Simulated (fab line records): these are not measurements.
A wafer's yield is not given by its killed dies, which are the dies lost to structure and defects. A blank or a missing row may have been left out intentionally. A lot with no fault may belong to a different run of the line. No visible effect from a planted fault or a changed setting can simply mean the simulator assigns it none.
Matching of chambers -- flow n5 finfet -- rie diel-05 running N5_BEOL_M8_STRIP_36: 4 sister chambers
The step strips in N2/H2. 14 wafers are shown with their chamber, then 7 later ones without.

== WAFERS WITH THEIR CHAMBER ==
wafer,chamber,showerhead plenum p Torr (Torr),drypump motor current A (A),throttle valve pct (%)
L077.3,3,2.70,5.7,23.56
L077.4,2,2.63,5.9,23.69
L077.6,3,2.70,5.7,23.56
L082.1,3,2.70,5.7,23.57
L082.2,1,2.41,5.6,23.88
L082.3,0,2.57,4.9,23.17
L082.4,2,2.62,5.9,23.74
L082.5,0,2.56,5.0,23.15
L082.6,3,2.70,5.7,23.56
L087.1,3,2.69,5.7,23.59
L087.2,0,2.56,5.0,23.21
L087.6,0,2.56,4.9,23.21
L089.3,2,2.62,5.9,23.73
L089.4,0,2.56,5.0,23.21

SIGNATURES, as means of the wafers listed above
reading,chamber 0,chamber 1,chamber 2,chamber 3,scatter within a chamber
showerhead plenum p Torr,2.5620,2.4100,2.6233,2.6980,0.00476
drypump motor current A,4.960,5.600,5.900,5.700,0.0346
throttle valve pct,23.1900,23.8800,23.7200,23.5680,0.023
Rule: for a wafer and a chamber, the distance is found by dividing, reading by reading, the gap between the wafer's reading and the chamber's mean by the reading's scatter, squaring, summing and taking the root. The wafer belongs to the nearest chamber; if the next one is less than 2 further off, it can't be placed. The scatter: take each reading less its chamber's mean, square it, sum over the shown wafers, divide by the number of wafers less the number of chambers, and take the root.

== WAFERS WITHOUT THEIR CHAMBER ==
wafer,showerhead plenum p Torr (Torr),drypump motor current A (A),throttle valve pct (%)
L089.5,2.69,5.7,23.59
L093.1,2.55,5.0,23.23
L093.2,2.69,5.7,23.60
L093.3,2.61,5.9,23.74
L096.1,2.68,5.7,23.63
L096.2,2.61,5.9,23.76
L096.4,2.55,5.0,23.22

== CHAMBER TAKEN BY EACH ==
wafer,from the rows above,in truth
L089.5,3,3
L093.1,0,0
L093.2,3,3
L093.3,2,2
L096.1,3,3
L096.2,2,2
L096.4,0,0
Correctly placed: 7 of 7. Number that these rows cannot place: 0. Number placed wrongly: 0.
